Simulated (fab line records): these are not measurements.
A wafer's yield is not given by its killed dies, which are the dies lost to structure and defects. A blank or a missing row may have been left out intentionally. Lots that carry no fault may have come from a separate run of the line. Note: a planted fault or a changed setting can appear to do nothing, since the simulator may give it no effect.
Which tool was responsible? + flow nand harc + Sampling: 6 lots, 18 wafers, 6 of 1302 route steps

## WHAT THE GAUGES SHOWED, per wafer
NHARC_END_SORT_01.
| lot  | measured     | on        | killed at other |
|------|--------------|-----------|-----------------|
| L249 | day 26 17:33 | prober-02 | 2 1 1           |
| L253 | day 27 16:01 | prober-02 | 0 0 0           |
| L256 | day 29 16:20 | prober-02 | 1 5 0           |

## TOOL THAT RAN EACH LOT (tool first, then ch and the chambers of the sampled wafers, then the start)
| lot  | NHARC_A_CHANNEL_HOLE_D2_ETCH_44    | NHARC_A_CHANNEL_FILL_D2_ALD_03                 | NHARC_A_CHANNEL_FILL_D2_CVD_09   | NHARC_A_CHANNEL_FILL_D2_CMP_10 | NHARC_A_STAIRCASE_DEP_156     |
|------|------------------------------------|------------------------------------------------|----------------------------------|--------------------------------|-------------------------------|
| L249 | rie diel-12 ch 1,2,3, day 15 22:44 | ald sin batch-02 ch 0, day 17 18:44 or earlier | lpcvd poly-04 ch 0, day 17 18:44 | cmp-03 ch 2,3, day 17 21:58    | pecvd-03 ch 0,2, day 17 22:38 |
| L253 | rie diel-12 ch 0,1,2, day 16 21:08 | ald sin batch-02 ch 0, day 18 18:23 or earlier | lpcvd poly-01 ch 0, day 18 18:23 | cmp-01 ch 0,1,3, day 18 21:33  | pecvd-03 ch 1,2, day 18 22:23 |
| L256 | rie diel-12 ch 1,2,3, day 18 07:58 | ald sin batch-01 ch 0, day 20 10:46 or earlier | lpcvd poly-01 ch 0, day 20 10:46 | cmp-01 ch 1,2,3, day 20 13:57  | pecvd-03 ch 0,2, day 20 14:41 |
| L259 | rie diel-08 ch 2,3, day 19 08:02   | ald sin batch-01 ch 0, day 21 09:38 or earlier | lpcvd poly-01 ch 0, day 21 09:38 | cmp-04 ch 2,3, day 21 12:51    | pecvd-03 ch 0,1, day 21 13:50 |
| L261 | rie diel-12 ch 0,1,2, day 20 18:58 | ald sin batch-03 ch 0, day 22 15:26 or earlier | lpcvd poly-01 ch 0, day 22 15:26 | cmp-03 ch 0,2,3, day 22 18:39  | -                             |
| L267 | rie diel-11 ch 0,1,3, day 23 07:02 | ald sin batch-02 ch 0, day 25 05:58 or earlier | lpcvd poly-04 ch 0, day 25 05:58 | cmp-01 ch 0,2,3, day 25 09:11  | pecvd-01 ch 0,1, day 25 09:53 |
- NHARC_A_CHANNEL_HOLE_D2_ETCH_44: etches the open film in CF4/O2, target depth 140 nm, overetch 14 nm, time 77 s.
- NHARC_A_CHANNEL_FILL_D2_ALD_03: deposits SiNx, target thk 6 nm, pulse time 60 s, ald cycles 58.
- NHARC_A_CHANNEL_FILL_D2_CVD_09: deposits poly-Si, target thk 150 nm, time 3000 s.
- NHARC_A_CHANNEL_FILL_D2_CMP_10: polishes, target thk 150 nm.
- NHARC_A_STAIRCASE_DEP_156: deposits SiNx, target thk 50 nm.

## THE ANSWER, worked out from the rows above alone
Rule: the lots themselves supply what counts as usual. The widest of any qualifying gaps counts: lots, ordered by their means at a reading, are off when they make up no more than a third of the lots, leave a main group of 4 or more, and stand apart from it by 3 or more times the standard deviation of that group's means. The tables above print the reading to a certain number of digits; a main group whose means all agree to those digits is not used. Also off: a lot with no number at a reading for which 4 or more lots have one. Any other lot the step has rows for is counted as sound.
Nothing can be told from this: no lot is off at any reading shown.

## WHAT WAS PUT IN BY THE SIMULATOR
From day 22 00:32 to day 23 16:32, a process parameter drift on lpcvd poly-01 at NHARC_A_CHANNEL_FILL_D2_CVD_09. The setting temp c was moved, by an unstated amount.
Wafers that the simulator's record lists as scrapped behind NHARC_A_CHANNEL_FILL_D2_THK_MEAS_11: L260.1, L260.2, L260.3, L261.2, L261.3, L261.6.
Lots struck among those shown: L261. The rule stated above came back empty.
